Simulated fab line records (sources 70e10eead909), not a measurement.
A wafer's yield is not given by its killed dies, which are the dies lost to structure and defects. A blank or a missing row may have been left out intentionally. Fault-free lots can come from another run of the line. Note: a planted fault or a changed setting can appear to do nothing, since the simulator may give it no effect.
The tool behind it: which one?	flow nand-harc	12 lots, 36 wafers sampled, at 5 steps of a route of 1159

== WHAT THE GAUGES SHOWED, per wafer ==
NHARC_P_BONDPAD_OVL_MEAS_38. Usual: overlay-x-nm -1 nm, standard deviation 7.3; overlay-y-nm 1 nm, standard deviation 6.6.
lot	measured	on	overlay-x-nm (nm)	overlay-y-nm (nm)	flag
L385	day 6 15:55	overlay-02	4 4 4	1 2 2	
L384	day 6 18:48	overlay-01	-2 -3 -2	-15 -15 -15	
L388	day 7 09:32	overlay-02	-16 -15 -16	-2 -3 -2	
L387	day 7 10:35	overlay-01	5 6 5	13 13 13	
L391	day 8 11:26	overlay-01	-6 -7 -6	0 0 0	
L393	day 8 12:01	overlay-01	9 9 9	4 4 3	
L394	day 9 09:32	overlay-02	11 10 11	14 13 14	
L396	day 9 11:31	overlay-01	-6 -6 -6	7 7 7	
L402	day 10 18:24	overlay-02	-9 -9 -9	0 0 0	
L405	day 11 08:54	overlay-02	-8 -9 -8	9 9 8	
L404	day 11 09:15	overlay-02	4 5 4	-3 -3 -2	
L406	day 12 05:22	overlay-01	-3 -3 -3	-2 -3 -2	

NHARC_END_SORT_01. Usual: killed-at-array 28, standard deviation 11; killed-at-other 0.6, standard deviation 0.85; killed-at-periphery 2.8, standard deviation 2.3; killed-dies 31, standard deviation 11; killed-open 3.1, standard deviation 1.6; killed-short 2.0, standard deviation 1.4.
lot	measured	on	killed-at-array	killed-at-other	killed-at-periphery	killed-dies	killed-open	killed-short	flag
L387	day 20 04:07	prober-01	28 31 34	1 1 0	1 3 0	30 35 34	3 4 5	0 1 0	
L396	day 22 03:17	prober-01	40 27 17	1 0 1	3 2 1	44 29 19	4 4 3	6 0 1	

== WHICH TOOL RAN EACH LOT (tool, then ch and the chambers of the sampled wafers, then the start) ==
lot	NHARC_P_BONDPAD_ETCH_12	NHARC_P_BONDPAD_PVD_17	NHARC_A_ZERO_WELL_ETCH_13
L385	rie-diel-09 ch 0,2,3, day 6 20:22 or earlier	pvd-sputter-01, day 6 20:22 or earlier	rie-si-06 ch 0,2,3, day 6 20:22
L384	rie-diel-09 ch 0,1,3, day 6 23:12 or earlier	pvd-sputter-03, day 6 23:12 or earlier	rie-si-03 ch 0,2,3, day 6 23:12
L388	rie-diel-09 ch 0,1,3, day 7 13:55 or earlier	pvd-sputter-01, day 7 13:55 or earlier	rie-si-06 ch 2,3, day 7 13:55
L387	rie-diel-09 ch 0,2,3, day 7 14:57 or earlier	pvd-sputter-02, day 7 14:57 or earlier	rie-si-06 ch 0,1,2, day 7 14:57
L391	rie-diel-09 ch 1,3, day 8 15:48 or earlier	pvd-sputter-03, day 8 15:48 or earlier	rie-si-01 ch 0,3, day 8 15:48
L393	rie-diel-02 ch 0,3, day 8 16:26 or earlier	pvd-sputter-01, day 8 16:26 or earlier	rie-si-03 ch 0,3, day 8 16:26
L394	rie-diel-02 ch 0,2,3, day 9 14:01 or earlier	pvd-sputter-01, day 9 14:01 or earlier	rie-si-06 ch 1,2, day 9 14:01
L396	rie-diel-09 ch 0,1,2, day 9 15:55 or earlier	pvd-sputter-01, day 9 15:55 or earlier	rie-si-03 ch 0,1,3, day 9 15:55
L402	rie-diel-09 ch 2,3, day 10 22:45 or earlier	pvd-sputter-01, day 10 22:45 or earlier	rie-si-03 ch 0,3, day 10 22:45
L405	rie-diel-09 ch 0,1,3, day 11 13:16 or earlier	pvd-sputter-02, day 11 13:16 or earlier	rie-si-01 ch 1,2, day 11 13:16
L404	rie-diel-09 ch 0,3, day 11 13:40 or earlier	pvd-sputter-03, day 11 13:40 or earlier	rie-si-06 ch 0,1,3, day 11 13:40
L406	rie-diel-09 ch 0,1,2, day 12 09:56 or earlier	pvd-sputter-01, day 12 09:56 or earlier	rie-si-01 ch 0,1,2, day 12 09:56
- NHARC_P_BONDPAD_ETCH_12: etches the open film in CHF3/O2, target depth 200 nm, time 100 s.
- NHARC_P_BONDPAD_PVD_17: deposits TaN, target thk 5 nm, time 8.06 s.
- NHARC_A_ZERO_WELL_ETCH_13: etches the open film in HBr/Cl2, target depth 120 nm, time 40.1 s.

== WHAT THE TOOLS THEMSELVES READ (means of the sampled wafers that have a number; where no wafer has one, the mark that the record gives instead) ==
NHARC_P_BONDPAD_ETCH_12. Usual: drypump-motor-current-A 5.6 A (standard deviation 0.33); mfc-ar-sccm 200.0 sccm (standard deviation 0.55); oes-product-au 0.941 a.u. (standard deviation 0.022); rf-fwd-power-W 497.0 W (standard deviation 1.6); rf-vpp-V 370.3 V (standard deviation 2.7); showerhead-plenum-p-Torr 2.39 Torr (standard deviation 0.12); throttle-valve-pct 20.573 % (standard deviation 0.0097).
lot	tool	drypump-motor-current-A (A)	mfc-ar-sccm (sccm)	oes-product-au (a.u.)	rf-fwd-power-W (W)	rf-vpp-V (V)	showerhead-plenum-p-Torr (Torr)	throttle-valve-pct (%)	flag
L385	rie-diel-09	5.6	200.4	0.936	498.1	369.0	2.33	20.570	
L384	rie-diel-09	5.5	199.6	0.923	497.8	371.7	2.44	20.569	
L388	rie-diel-09	5.5	200.1	0.931	496.9	371.2	2.44	20.575	
L387	rie-diel-09	5.6	200.1	0.977	495.9	369.2	2.33	20.572	
L391	rie-diel-09	5.6	200.0	0.973	497.4	369.6	2.38	20.572	
L393	rie-diel-02	6.0	199.4	0.959	497.7	369.9	2.40	20.567	
L394	rie-diel-02	6.0	200.6	0.944	496.0	371.5	2.46	20.581	
L396	rie-diel-09	5.6	200.0	0.927	496.1	371.2	2.42	20.567	
L402	rie-diel-09	5.7	200.1	0.927	497.6	367.3	2.27	20.567	
L405	rie-diel-09	5.5	200.2	0.926	496.4	370.2	2.43	20.576	
L404	rie-diel-09	5.4	199.9	0.965	498.0	370.2	2.39	20.581	
L406	rie-diel-09	5.6	200.2	0.974	497.2	370.8	2.42	20.573	

NHARC_P_BONDPAD_PVD_17. Usual: bias-v 168.5 V, standard deviation 1.7; chamber-pressure-pa 0.12003 Pa, standard deviation 0.00023; substrate-temp-c 50.00 C, standard deviation 0.12; throttle-valve-pct 30.0 %, standard deviation 0.87.
lot	tool	bias-v (V)	chamber-pressure-pa (Pa)	substrate-temp-c (C)	throttle-valve-pct (%)	flag
L385	pvd-sputter-01	167.3	0.11995	50.08	30.1	
L384	pvd-sputter-03	168.5	0.12001	50.00	30.5	
L388	pvd-sputter-01	169.3	0.11995	49.97	29.9	
L387	pvd-sputter-02	167.2	0.12008	50.08	29.9	
L391	pvd-sputter-03	168.8	0.12020	50.07	31.0	
L393	pvd-sputter-01	167.2	0.12013	50.03	29.9	
L394	pvd-sputter-01	169.4	0.12009	50.06	29.8	
L396	pvd-sputter-01	167.6	0.11987	50.02	29.7	
L402	pvd-sputter-01	167.7	0.12004	50.00	29.9	
L405	pvd-sputter-02	168.5	0.11992	49.96	30.4	
L404	pvd-sputter-03	170.2	0.12017	50.07	28.9	
L406	pvd-sputter-01	168.1	0.11992	50.02	30.0	

NHARC_A_ZERO_WELL_ETCH_13. Usual: drypump-motor-current-A 5.6 A, standard deviation 0.55; oes-product-au 1.003 a.u., standard deviation 0.0098; rf-fwd-power-W 395.4 W, standard deviation 1.7; throttle-valve-pct 26.406 %, standard deviation 0.0088.
lot	tool	drypump-motor-current-A (A)	oes-product-au (a.u.)	rf-fwd-power-W (W)	throttle-valve-pct (%)	flag
L385	rie-si-06	5.3	1.014	395.0	26.412	
L384	rie-si-03	6.2	1.005	395.0	26.405	
L388	rie-si-06	5.3	1.007	395.5	26.411	
L387	rie-si-06	5.4	1.003	395.9	26.399	
L391	rie-si-01	6.0	1.011	394.8	26.409	
L393	rie-si-03	6.3	1.018	396.0	26.404	
L394	rie-si-06	5.4	1.000	394.2	26.401	
L396	rie-si-03	5.9	1.008	395.5	26.415	
L402	rie-si-03	6.2	0.908	395.0	26.404	OFF
L405	rie-si-01	5.1	1.001	397.5	26.409	
L404	rie-si-06	5.4	1.011	396.3	26.400	
L406	rie-si-01	5.5	1.002	396.1	26.405	

== THE ANSWER, worked out from the rows above alone ==
Rule: take the mean of a lot's wafers that have a number; if it is more than 3 standard deviations from the usual mean, the lot is off. A lot without any number at a reading at which 4 lots or more have one is off too. All remaining lots with rows at the step are treated as sound. After the gauges, taken in route order, come the tools' own readings; for these a lot's mean is taken, as printed above. At the first step where some lot is off, the reading lying furthest off is the one used; lots without a number count as furthest.
Off: L402, at NHARC_A_ZERO_WELL_ETCH_13 (oes-product-au).
A tool fits if, at that step or a process step before it, it ran every lot that is off, and no sound lot after the first of them. NHARC_P_BONDPAD_ETCH_12: start missing for some lots; hours and lot order therefore follow NHARC_A_ZERO_WELL_ETCH_13. NHARC_P_BONDPAD_PVD_17: start missing for some lots; hours and lot order therefore follow NHARC_A_ZERO_WELL_ETCH_13. One fits: NHARC_A_ZERO_WELL_ETCH_13 on rie-si-03. A fault onset in the window from L396 (day 9 15:55, its last sound lot) to L402 (day 10 22:45, its first lot off) fits.
On the lots that are off, the tool's own readings at NHARC_A_ZERO_WELL_ETCH_13 differ by more than 5 times the standard deviation of the sound lots' means, which bears it out; oes-product-au reads 0.908 a.u. there versus 1.007 a.u. on the sound lots.

== WHAT WAS PUT IN BY THE SIMULATOR ==
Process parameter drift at NHARC_A_ZERO_WELL_ETCH_13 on rie-si-03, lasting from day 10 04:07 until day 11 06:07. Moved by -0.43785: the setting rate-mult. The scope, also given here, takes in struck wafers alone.
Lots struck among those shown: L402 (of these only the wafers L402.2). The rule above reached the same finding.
